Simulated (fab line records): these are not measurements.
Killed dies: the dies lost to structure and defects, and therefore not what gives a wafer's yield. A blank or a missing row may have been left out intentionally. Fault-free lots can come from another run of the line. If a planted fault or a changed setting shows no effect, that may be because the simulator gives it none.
Problem report, 8D (eight disciplines) form, completed by code	flow nand-harc	the parts of the form that need people (team, actions taken, sign-off) are left out

## 1. PROBLEM STATEMENT
raw-defect-count at NHARC_A_CHANNEL_HOLE_D1_INSPECT_40 reads a mean of 320 on 9 wafers of 3 lots; wafers without a fault read 61 with a standard deviation of 16. That is +16 standard deviations from the usual mean.
The first sign was on wafer L225.3 at day 9 04:26, on defect-inspect-01. Wafers with a number at this step in the record: 33, from 11 lots. Rule for "out" (also "out of limits"): further than 4 standard deviations from the usual mean. Any other wafer with a number is counted as sound.

## 2. WHAT IT IS AND WHAT IT IS NOT
question	is	is not
which readings at this step	raw-defect-count	-
which lots	L225, L227, L230	L222, L234, L238, L239, L240, L242, L243, L244
which wafers of those lots	all that have a number	-
read on which gauges	defect-inspect-01, defect-inspect-02	-
when	from day 9 04:26	up to then (3 sound wafers); but 21 sound wafers of L234, L238, L239, L240, L242, L243, L244 came after

## 3. SUSPECTS, AND WHAT RULES EACH OUT
Counting: a tool at a process step up to the reading stays a suspect if it ran every lot that is out and no sound lot after the first of them.
- ruled out: the gauge at NHARC_A_CHANNEL_HOLE_D1_INSPECT_40. 2 gauges (defect-inspect-01, defect-inspect-02) read the wafers that are out.
- har-etch-02 at NHARC_A_CHANNEL_HOLE_D1_ETCH_19 (etches the open film in C4F8/O2/Ar, time 34.5 s): ruled out as a lasting fault. The sound lots L240, L242, L243, L244 went through it after L225, its earliest lot that is out (day 8 22:45).
Left after counting: nothing in the record.

## 4. THE CAUSE (what the simulator had put in)
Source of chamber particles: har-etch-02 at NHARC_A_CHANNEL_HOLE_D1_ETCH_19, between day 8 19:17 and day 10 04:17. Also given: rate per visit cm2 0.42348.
The count ruled it out by mistake, since the rule takes a fault to strike every lot its tool runs from the start of the fault on, and this one did not do so.

## 5. THE EFFECT CHAIN, in route order
Each row: a reading whose mean over the struck wafers that have a number lies more than 3 standard deviations from the usual. Readings are gone through only where the record gives a usual standard deviation; hours: the median, over the lots, of the time from a lot's start at the first step in this table giving one to that lot's start at this step; sigmas: the change measured in usual standard deviations.
hours	step	reading	usual	on struck wafers	change	sigmas
0	NHARC_A_CHANNEL_HOLE_D1_INSPECT_40	raw-defect-count	61	320	+259	+16
278	NHARC_END_SORT_01	killed-at-array	28	79	+51	+4.7
278	NHARC_END_SORT_01	killed-dies	32	84	+52	+4.7

## 6. HOW IT WOULD HAVE BEEN CAUGHT EARLIER
In this record the first reading out of limits at a measuring or inspecting step was taken at day 9 04:26, 9 hours after the fault began at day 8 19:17.
Of the tool readings at NHARC_A_CHANNEL_HOLE_D1_ETCH_19 for which the record gives a usual standard deviation, none was out on any struck wafer, so an alarm limit of 4 standard deviations on them would not have fired.
